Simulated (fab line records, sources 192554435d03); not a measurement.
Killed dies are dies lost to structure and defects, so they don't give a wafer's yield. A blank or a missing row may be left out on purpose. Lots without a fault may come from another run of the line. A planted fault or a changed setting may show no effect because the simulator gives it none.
fab line records | flow n5_finfet | part 1 of 2: steps 1 to 20 of 29
record lots=5 wafers=15 last_day=17
route steps=1938 shown BEOL_M12@1632 BEOL_M13@1659
lots that met no fault: from a run of the same line without faults
start_h: hours from the record's first day to the start of the lot's first wafer shown | wait_h: hours since the lot's step before | " the same as in the row above | L1.1+2: a row that stands for several wafers | - no value, or no start given | * or withheld: withheld | < > ~ a bound
route shown NAME@n: a module of which the file shows steps, and the number in the route of the first | usual: mean/standard deviation of fault-free wafers | same: alike in all rows | chamber/n: place in a boat | sites: the reading at each site | _std_site: their standard deviation | _edge_site: outer sites' mean less inner sites' | radius_mm: how far each site lies from the wafer's centre | mask NAME#n: copy n | behind: the tool/chamber that last shaped the wafer | hold: why the lot was held/for how many hours/how that ended | device: the transistor (n, p or np) that didn't switch | end of line: the same wafers' tests at the end of the route | a step without rows: its recipe alone | killed: dies lost to structure and defects at the first sort, not the wafer's yield | map: a wafer's dies, x killed, . not, _ none there
set.NAME: the setting as run; set.NAME@STEP: as run at that earlier step | model.NAME: the simulator's own value behind a step, which no gauge read
lots at some steps of the route; a table a step, a row a wafer
services: from which hour (start_h, from the record's first day; less than 0 if before it) a tool's chamber was out of use, for how many hours, and why
## steps
# step N5_BEOL_M12_CD_MEAS_28
# recipe target_cd_nm=160.2 landing_energy_ev=500 detector=se_inlens polarity=opening
# usual cd_nm=162.1/1.4
# columns lot.wafer tool chamber start_h wait_h cd_nm
L076.1 cd_sem-02 0 226.37 - 161.0
L076.3 " 0 " " 161.0
L076.4 " 0 " " 158.6
L085.1 cd_sem-03 0 283.05 - 159.6
L085.4 " 0 " " 158.4
L085.5 " 0 " " 160.8
L088.3 cd_sem-02 0 304.81 - 162.9
L088.5 " 0 " " 161.0
L088.6 " 0 " " 162.1
L089.2 cd_sem-03 0 313.12 - 162.1
L089.3 " 0 " " 163.1
L089.5 " 0 " " 161.1
L097.1 cd_sem-01 0 362.79 - 161.7
L097.4 " 0 " " 162.7
L097.5 " 0 " " 162.5
# step N5_BEOL_M12_OVL_MEAS_29
# recipe points_per_wafer=44
# usual M12_OVL=6/5.3
# columns lot.wafer tool chamber start_h wait_h M12_OVL[nm]
L076.1 overlay-01 0 226.41 0.0 11
L076.3 " 0 " " -1
L076.4 " 0 " " 10
L085.1 overlay-02 0 283.09 0.0 8
L085.4 " 0 " " 3
L085.5 " 0 " " -2
L088.3 overlay-01 0 304.84 0.0 -4
L088.5 " 0 " " 9
L088.6 " 0 " " 5
L089.2 overlay-01 0 313.14 0.0 4
L089.3 " 0 " " 2
L089.5 " 0 " " 2
L097.1 overlay-02 0 362.82 0.0 16
L097.4 " 0 " " 7
L097.5 " 0 " " 12
# step N5_BEOL_M12_INSPECT_30
# recipe mode=adi inspect_instrument=macro
# usual raw_defect_count=2.2/1.5
# columns lot.wafer tool chamber start_h wait_h raw_defect_count
L076.1 defect_inspect-01 - 226.43 0.0 2
L076.3 " - " " 1
L076.4 " - " " 5
L085.1 defect_inspect-01 - 283.11 0.0 1
L085.4 " - " " 4
L085.5 " - " " 0
L088.3 defect_inspect-02 - 304.86 0.0 2
L088.5 " - " " 5
L088.6 " - " " 2
L089.2 defect_inspect-01 - 313.17 0.0 3
L089.3 " - " " 2
L089.5 " - " " 1
L097.1 defect_inspect-01 - 362.85 0.0 3
L097.4 " - " " 2
L097.5 " - " " 5
# step N5_BEOL_M12_DESCUM_33
# recipe chemistry=O2 time_s=7.9 source_power_w=50 bias_power_w=20 pressure_mtorr=20 rf_frequency_hz=2.712e+07 temp_c=40 o2_flow_sccm=225
# usual chamber_pressure_mTorr=20.001/0.018 drypump_motor_current_A=5.7/0.4 oes_product_au=0.80/0.093 rf_vpp_V=243.0/1.3 showerhead_plenum_p_Torr=2.08/0.068 throttle_valve_pct=20.51/0.19
# columns lot.wafer tool chamber start_h wait_h chamber_pressure_mTorr drypump_motor_current_A oes_product_au rf_hours_counter_h rf_vpp_V showerhead_plenum_p_Torr throttle_valve_pct
L076.1 rie_diel-04 2 226.96 0.5 20.031 6.4 0.72 202 241.1 1.98 20.37
L076.3 " 1 " " 20.003 5.4 0.87 73 243.9 2.11 20.41
L076.4 " 3 " " 20.021 5.6 0.72 216 243.5 2.07 20.72
L085.1 rie_diel-06 0 283.22 0.1 19.966 6.0 0.93 26 243.4 2.11 20.14
L085.4 " 3 " " 19.984 6.0 0.91 - 241.9 2.04 20.64
L085.5 " 0 " " 20.001 5.9 0.93 - 243.0 2.11 20.16
L088.3 rie_diel-02 0 304.89 0.0 19.984 5.3 0.82 92 245.2 2.08 20.56
L088.5 " 1 " " 19.997 5.5 0.69 - 245.4 2.17 20.90
L088.6 " 0 " " 20.005 5.3 0.83 - 242.8 2.08 20.55
L089.2 rie_diel-02 3 313.40 0.2 20.034 5.8 0.79 108 243.8 2.21 20.62
L089.3 " 0 " " 20.025 5.3 0.82 96 243.1 2.08 20.55
L089.5 " 0 " " 19.986 5.3 0.82 - 242.7 2.08 20.56
L097.1 rie_diel-06 2 362.97 0.1 20.002 5.3 0.90 27 245.0 2.23 20.34
L097.4 " 0 " " 19.996 6.0 0.87 55 243.9 2.10 20.22
L097.5 " 1 " " 20.006 6.1 0.86 - 244.0 2.12 20.37
# step N5_BEOL_M12_ETCH_67
# recipe chemistry=CF4 target=SiARC target_depth_a=1430 time_s=238.3 ion_energy_ev=80 pressure_mtorr=40 source_w=545 bias_w=36 Ar_flow_sccm=100 cf4_flow_sccm=100 ends=cleared
# usual chamber_pressure_mTorr=40.00/0.038 drypump_motor_current_A=5.7/0.39 etch_rf_on_time_s=236/6.9 oes_product_au=0.68/0.086 rf_vpp_V=184.0/1.1 showerhead_plenum_p_Torr=2.14/0.062 throttle_valve_pct=15.71/0.21
# columns lot.wafer tool chamber start_h wait_h chamber_pressure_mTorr drypump_motor_current_A etch_rf_on_time_s oes_product_au rf_hours_counter_h rf_vpp_V showerhead_plenum_p_Torr throttle_valve_pct
L076.1 rie_diel-04 2 227.00 0.0 39.99 6.4 240 0.61 202 182.4 2.04 15.64
L076.3 " 1 " " 40.01 5.4 227 0.75 73 184.1 2.16 15.57
L076.4 " 3 " " 39.98 5.6 238 0.61 216 184.3 2.14 16.03
L085.1 rie_diel-06 0 283.25 0.0 40.04 6.0 223 0.82 26 185.3 2.16 15.30
L085.4 " 3 " " 39.92 6.0 238 0.78 - 183.5 2.09 15.78
L085.5 " 0 " " 40.04 5.9 221 0.82 - 185.2 2.16 15.29
L088.3 rie_diel-02 0 304.93 0.0 39.91 5.3 241 0.69 92 185.1 2.17 15.87
L088.5 " 1 " " 40.01 5.5 237 0.59 - 184.3 2.20 16.06
L088.6 " 0 " " 40.00 5.3 239 0.69 - 184.8 2.17 15.87
L089.2 rie_diel-02 3 313.43 0.0 40.01 5.8 233 0.68 108 184.6 2.23 15.53
L089.3 " 0 " " 39.99 5.3 238 0.69 96 185.2 2.17 15.86
L089.5 " 0 " " 40.01 5.3 237 0.69 - 183.5 2.17 15.88
L097.1 rie_diel-06 2 363.01 0.0 40.03 5.3 225 0.79 27 185.2 2.27 15.48
L097.4 " 0 " " 40.04 6.0 222 0.78 55 184.0 2.15 15.37
L097.5 " 1 " " 39.98 6.1 232 0.75 - 185.7 2.19 15.59
# step N5_BEOL_M12_ETCH_68
# recipe chemistry=N2/H2 target=SOC mask_material=SiARC source_w=3000 bias_w=350 temp_c=40 time_s=285 ion_energy_ev=200 pressure_mtorr=30 n2_flow_sccm=200 h2_flow_sccm=200
# usual chamber_pressure_mTorr=30.000/0.028 drypump_motor_current_A=5.7/0.4 oes_product_au=0.80/0.094 rf_vpp_V=523.6/2.4 showerhead_plenum_p_Torr=2.53/0.078 throttle_valve_pct=17.84/0.19
# columns lot.wafer tool chamber start_h wait_h chamber_pressure_mTorr drypump_motor_current_A oes_product_au rf_hours_counter_h rf_vpp_V showerhead_plenum_p_Torr throttle_valve_pct
L076.1 rie_diel-04 2 227.14 0.1 29.955 6.4 0.72 203 519.6 2.43 17.82
L076.3 " 1 " " 30.001 5.4 0.86 73 524.2 2.57 17.83
L076.4 " 3 " " 30.029 5.7 0.71 216 524.6 2.51 18.07
L085.1 rie_diel-06 0 283.40 0.1 30.015 5.9 0.94 26 524.5 2.56 17.48
L085.4 " 3 " " 30.024 5.9 0.91 - 521.5 2.49 17.92
L085.5 " 0 " " 29.984 5.9 0.94 - 523.9 2.56 17.47
L088.3 rie_diel-02 0 305.08 0.1 30.005 5.3 0.81 92 525.1 2.57 18.04
L088.5 " 1 " " 30.042 5.5 0.68 - 527.1 2.61 18.12
L088.6 " 0 " " 29.980 5.3 0.82 - 524.8 2.57 18.05
L089.2 rie_diel-02 3 313.58 0.1 30.025 5.8 0.79 108 529.1 2.66 17.78
L089.3 " 0 " " 30.058 5.3 0.81 96 523.1 2.57 18.04
L089.5 " 0 " " 30.011 5.3 0.81 - 524.6 2.57 18.05
L097.1 rie_diel-06 2 363.16 0.1 30.067 5.3 0.91 27 528.6 2.70 17.68
L097.4 " 0 " " 30.020 5.9 0.88 55 523.8 2.55 17.54
L097.5 " 1 " " 29.990 6.1 0.87 - 525.4 2.57 17.63
# step N5_BEOL_M12_STRIP_69
# recipe chemistry=N2/H2 temp_c=40 n2_flow_sccm=200 h2_flow_sccm=200 rf_frequency_hz=6e+07
# columns lot.wafer tool chamber start_h wait_h
L076.1+3+4 rie_diel-04 2,1,3 227.31 0.1
L085.1+4+5 rie_diel-06 0,3,0 283.57 0.1
L088.3+5+6 rie_diel-02 0,1,0 305.25 0.1
L089.2+3+5 rie_diel-02 3,0,0 313.75 0.1
L097.1+4+5 rie_diel-06 2,0,1 363.33 0.1
# step N5_BEOL_M12_TRENCH_ETCH_34
# recipe chemistry=C4F8/O2/Ar target=SiOC target_depth_a=3189.5 mask_material=SOC pressure_mtorr=30 source_w=3000 bias_w=700 Ar_flow_sccm=400 C4F8_flow_sccm=15 O2_flow_sccm=8 he_inner_torr=15 he_outer_torr=30 time_s=125.5 ion_energy_ev=250
# usual chamber_pressure_mTorr=29.997/0.024 drypump_motor_current_A=5.7/0.4 oes_product_au=0.80/0.096 rf_vpp_V=665.2/3 showerhead_plenum_p_Torr=3.42/0.099 throttle_valve_pct=24.35/0.21
# columns lot.wafer tool chamber start_h wait_h chamber_pressure_mTorr drypump_motor_current_A oes_product_au rf_hours_counter_h rf_vpp_V showerhead_plenum_p_Torr throttle_valve_pct
L076.1 rie_diel-04 2 227.32 0.0 29.977 6.4 0.72 203 661.4 3.26 24.13
L076.3 " 1 " " 30.002 5.4 0.85 73 668.0 3.44 24.18
L076.4 " 3 " " 29.955 5.7 0.70 217 664.9 3.40 24.57
L085.1 rie_diel-06 0 283.58 0.0 29.983 6.0 0.92 26 667.0 3.46 24.05
L085.4 " 3 " " 30.020 5.9 0.91 - 664.2 3.37 24.62
L085.5 " 0 " " 29.982 6.0 0.93 - 667.0 3.46 24.05
L088.3 rie_diel-02 0 305.26 0.0 30.006 5.3 0.82 92 665.9 3.47 24.66
L088.5 " 1 " " 29.974 5.5 0.68 - 667.2 3.50 24.53
L088.6 " 0 " " 30.009 5.3 0.81 - 666.4 3.47 24.65
L089.2 rie_diel-02 3 313.76 0.0 30.025 5.8 0.79 108 670.2 3.56 24.18
L089.3 " 0 " " 29.994 5.3 0.81 97 665.6 3.47 24.66
L089.5 " 0 " " 29.962 5.3 0.81 - 666.8 3.47 24.64
L097.1 rie_diel-06 2 363.34 0.0 30.025 5.4 0.91 27 670.1 3.66 24.37
L097.4 " 0 " " 29.985 5.9 0.89 55 665.6 3.45 24.08
L097.5 " 1 " " 29.975 6.1 0.87 - 667.8 3.49 24.28
# step N5_BEOL_M12_STRIP_70
# recipe chemistry=C4F8/O2/Ar resist=SiARC rf_frequency_hz=6e+07
# columns lot.wafer tool chamber start_h wait_h
L076.1+3+4 rie_diel-04 2,1,3 227.44 0.1
L085.1+4+5 rie_diel-06 0,3,0 283.69 0.1
L088.3+5+6 rie_diel-02 0,1,0 305.37 0.1
L089.2+3+5 rie_diel-02 3,0,0 313.88 0.1
L097.1+4+5 rie_diel-06 2,0,1 363.45 0.1
# step N5_BEOL_M12_OCD_MEAS_35
# usual trench_depth_nm=320/5.9
# columns lot.wafer tool chamber start_h wait_h trench_depth_nm
L076.1 ocd-01 - 227.48 0.0 317
L076.3 " - " " 320
L076.4 " - " " 312
L085.1 ocd-01 - 283.73 0.0 326
L085.4 " - " " 319
L085.5 " - " " 327
L088.3 ocd-02 - 305.42 0.0 327
L088.5 " - " " 316
L088.6 " - " " 325
L089.2 ocd-01 - 313.92 0.0 317
L089.3 " - " " 323
L089.5 " - " " 323
L097.1 ocd-01 - 363.49 0.0 332
L097.4 " - " " 331
L097.5 " - " " 323
# step N5_BEOL_M12_STRIP_37
# recipe chemistry=N2/H2 power_w=1000 temp_c=250 h2_frac=0.65 overash_fraction=0.3 pressure_mtorr=withheld n2_flow_sccm=1750 h2_flow_sccm=3250
# usual drypump_motor_current_A=6.2/0.45 heater_power_w=351/27 oes_product_au=0.790/0.011
# columns lot.wafer tool chamber start_h wait_h drypump_motor_current_A heater_power_w oes_product_au rf_hours_counter_h
L076.1 plasma_asher-01 0 227.52 0.0 6.3 408 0.787 63
L076.3 " 1 " " 6.6 335 0.785 -
L076.4 " 0 " " 6.3 381 0.785 -
L085.1 plasma_asher-02 0 283.77 0.0 6.3 329 0.803 141
L085.4 " 0 " " 6.2 338 0.809 -
L085.5 " 0 " " 6.2 334 0.762 -
L088.3 plasma_asher-02 0 305.48 0.1 6.2 331 0.782 -
L088.5 " 1 " " 5.4 321 0.795 -
L088.6 " 0 " " 6.3 330 0.786 -
L089.2 plasma_asher-02 0 313.95 0.0 6.2 342 0.799 148
L089.3 " 0 " " 6.2 341 0.793 -
L089.5 " 0 " " 6.3 335 0.791 -
L097.1 plasma_asher-02 0 363.53 0.0 6.3 334 0.787 158
L097.4 " 0 " " 6.3 327 0.784 -
L097.5 " 0 " " 6.3 342 0.793 -
# step N5_BEOL_M12_ETCH_38
# recipe chemistry=CF4/N2 target=SiCN target_depth_a=687 taper_deg=2 time_s=73.4 ion_energy_ev=150 mask_material=SiO2 pressure_mtorr=40 source_w=430 bias_w=70 Ar_flow_sccm=100 cf4_flow_sccm=60 n2_flow_sccm=60
# usual chamber_pressure_mTorr=39.99/0.037 drypump_motor_current_A=5.7/0.38 oes_product_au=0.80/0.096 rf_vpp_V=382.4/1.9 showerhead_plenum_p_Torr=2.22/0.07 throttle_valve_pct=15.54/0.2
# columns lot.wafer tool chamber start_h wait_h chamber_pressure_mTorr drypump_motor_current_A oes_product_au rf_hours_counter_h rf_vpp_V showerhead_plenum_p_Torr throttle_valve_pct
L076.1 rie_diel-02 1 227.73 - 40.04 5.5 0.71 218 383.8 2.28 15.81
L076.3 " 3 " " 40.02 5.7 0.83 74 385.1 2.31 15.31
L076.4 " 2 " " 40.01 5.0 0.71 218 380.9 2.19 15.63
L085.1 rie_diel-02 1 284.03 - 40.01 5.6 0.69 240 383.6 2.27 15.86
L085.4 " 0 " " 40.03 5.3 0.82 84 383.3 2.24 15.67
L085.5 " 1 " " 40.05 5.6 0.70 - 382.7 2.27 15.86
L088.3 rie_diel-06 1 306.19 - 40.02 6.1 0.92 20 384.0 2.26 15.37
L088.5 " 1 " " 40.07 6.1 0.91 - 381.2 2.26 15.38
L088.6 " 2 " " 40.05 5.3 0.98 - 385.7 2.36 15.31
L089.2 rie_diel-04 2 314.04 - 40.04 6.4 0.69 232 379.2 2.09 15.55
L089.3 " 0 " " 40.00 6.2 0.73 155 380.2 2.12 15.53
L089.5 " 1 " " 39.96 5.4 0.83 - 381.7 2.21 15.49
L097.1 rie_diel-06 2 365.34 - 40.04 5.3 0.92 28 385.2 2.35 15.34
L097.4 " 3 " " 39.93 6.0 0.85 50 380.8 2.15 15.68
L097.5 " 0 " " 39.98 6.0 0.90 - 381.6 2.21 15.20
# step N5_BEOL_M12_PRECLEAN_39
# recipe chemistry=residue_remover time_s=60 temp_c=40
# usual bath_heat_duty_pct=4.6/0.66
# columns lot.wafer tool chamber start_h wait_h bath_heat_duty_pct
L076.1 wet_bench-06 1 227.86 0.1 5.2
L076.3 " 0 " " 3.9
L076.4 " 3 " " 3.9
L085.1 wet_bench-06 6 284.16 0.1 5.3
L085.4 " 7 " " 5.1
L085.5 " 1 " " 4.4
L088.3 wet_bench-02 1 306.32 0.1 4.5
L088.5 " 2 " " 3.9
L088.6 " 0 " " 5.2
L089.2 wet_bench-02 5 314.16 0.1 7.0
L089.3 " 4 " " 4.2
L089.5 " 2 " " 3.7
L097.1 wet_bench-03 6 365.47 0.1 4.0
L097.4 " 5 " " 4.3
L097.5 " 2 " " 3.6
# step N5_BEOL_M12_SRD_40
# recipe time_s=30 temp_c=23 rinse_liquid=diw dry=n2_spin spin_rpm=1500 dry_time_s=30
# usual bath_heat_duty_pct=3.7/0.54
# columns lot.wafer tool chamber start_h wait_h bath_heat_duty_pct
L076.1 wet_bench-06 1 227.87 0.0 3.0
L076.3 " 0 " " 3.1
L076.4 " 3 " " 3.3
L085.1 wet_bench-06 6 284.18 0.0 4.1
L085.4 " 7 " " 3.8
L085.5 " 1 " " 3.1
L088.3 wet_bench-02 1 306.34 0.0 4.1
L088.5 " 2 " " 3.5
L088.6 " 0 " " 4.6
L089.2 wet_bench-02 5 314.18 0.0 4.4
L089.3 " 4 " " 3.3
L089.5 " 2 " " 3.6
L097.1 wet_bench-03 6 365.49 0.0 4.0
L097.4 " 5 " " 3.2
L097.5 " 2 " " 3.6
# step N5_BEOL_M12_DEGAS_41
# recipe ambient=vacuum temp_c=250 time_s=60
# usual heater_power_w=331/25
# columns lot.wafer tool chamber start_h wait_h heater_power_w
L076.1 pvd_sputter-02 - 228.02 0.1 315
L076.3 " - " " 359
L076.4 " - " " 299
L085.1 pvd_sputter-03 - 285.20 1.0 352
L085.4 " - " " 358
L085.5 " - " " 366
L088.3 pvd_sputter-01 - 306.44 0.1 321
L088.5 " - " " 293
L088.6 " - " " 366
L089.2 pvd_sputter-02 - 314.45 0.2 354
L089.3 " - " " 322
L089.5 " - " " 306
L097.1 pvd_sputter-03 - 365.85 0.3 355
L097.4 " - " " 351
L097.5 " - " " 358
# step N5_BEOL_M12_PRE_CLEAN_42
# recipe gas=H2/He time_s=30 temp_c=250
# usual heater_power_w=331/24
# columns lot.wafer tool chamber start_h wait_h heater_power_w
L076.1 pvd_sputter-02 - 228.06 0.0 317
L076.3 " - " " 356
L076.4 " - " " 299
L085.1 pvd_sputter-03 - 285.24 0.0 356
L085.4 " - " " 360
L085.5 " - " " 368
L088.3 pvd_sputter-01 - 306.48 0.0 325
L088.5 " - " " 290
L088.6 " - " " 363
L089.2 pvd_sputter-02 - 314.49 0.0 350
L089.3 " - " " 322
L089.5 " - " " 312
L097.1 pvd_sputter-03 - 365.89 0.0 352
L097.4 " - " " 364
L097.5 " - " " 354
# step N5_BEOL_M12_SPUTTER_43
# recipe material=TaN target_thk_a=150 temp_c=50 bias_v=168.6 power_w=15000 chamber_pressure_pa=0.12 time_s=24.19
# usual throttle_valve_pct=29.7/1.2
# columns lot.wafer tool chamber start_h wait_h throttle_valve_pct
L076.1 pvd_sputter-02 - 228.10 0.0 28.5
L076.3 " - " " 29.1
L076.4 " - " " 31.0
L085.1 pvd_sputter-03 - 285.28 0.0 29.7
L085.4 " - " " 28.7
L085.5 " - " " 28.9
L088.3 pvd_sputter-01 - 306.52 0.0 28.0
L088.5 " - " " 28.7
L088.6 " - " " 29.7
L089.2 pvd_sputter-02 - 314.53 0.0 29.2
L089.3 " - " " 28.7
L089.5 " - " " 28.5
L097.1 pvd_sputter-03 - 365.93 0.0 29.8
L097.4 " - " " 28.9
L097.5 " - " " 29.9
# step N5_BEOL_M12_SPUTTER_44
# recipe material=Ta target_thk_a=100 temp_c=50 bias_v=80 power_w=15000 chamber_pressure_pa=0.07 time_s=16.13
# usual throttle_valve_pct=29.7/1.3
# columns lot.wafer tool chamber start_h wait_h throttle_valve_pct
L076.1 pvd_sputter-02 - 228.18 0.0 28.5
L076.3 " - " " 29.1
L076.4 " - " " 30.8
L085.1 pvd_sputter-03 - 285.36 0.0 29.8
L085.4 " - " " 28.6
L085.5 " - " " 28.8
L088.3 pvd_sputter-01 - 306.60 0.0 27.6
L088.5 " - " " 28.9
L088.6 " - " " 29.8
L089.2 pvd_sputter-02 - 314.61 0.0 29.0
L089.3 " - " " 28.4
L089.5 " - " " 28.6
L097.1 pvd_sputter-03 - 366.01 0.0 29.8
L097.4 " - " " 28.6
L097.5 " - " " 29.8
# step N5_BEOL_M12_SPUTTER_45
# recipe material=Cu target_thk_a=800 temp_c=-20 bias_v=60 power_w=26000 chamber_pressure_pa=0.13 time_s=13.33
# usual throttle_valve_pct=29.7/1.2
# columns lot.wafer tool chamber start_h wait_h throttle_valve_pct
L076.1 pvd_sputter-02 - 228.26 0.0 28.9
L076.3 " - " " 29.1
L076.4 " - " " 30.9
L085.1 pvd_sputter-03 - 285.44 0.0 29.5
L085.4 " - " " 28.8
L085.5 " - " " 28.6
L088.3 pvd_sputter-01 - 306.68 0.0 28.1
L088.5 " - " " 29.1
L088.6 " - " " 29.7
L089.2 pvd_sputter-02 - 314.69 0.0 29.1
L089.3 " - " " 28.5
L089.5 " - " " 28.7
L097.1 pvd_sputter-03 - 366.09 0.0 29.7
L097.4 " - " " 28.6
L097.5 " - " " 29.8
# step N5_BEOL_M12_ECD_47
# recipe material=Cu target_thk_a=7200
# columns lot.wafer tool chamber start_h wait_h
L076.1+3+4 ecd_cu-01 0,1,0 228.38 0.1
L085.1+4+5 ecd_cu-02 1,1,0 285.55 0.1
L088.3+5+6 ecd_cu-02 0,0,1 306.84 0.1
L089.2+3+5 ecd_cu-02 0,0,1 314.81 0.1
L097.1+4+5 ecd_cu-01 1 366.21 0.1
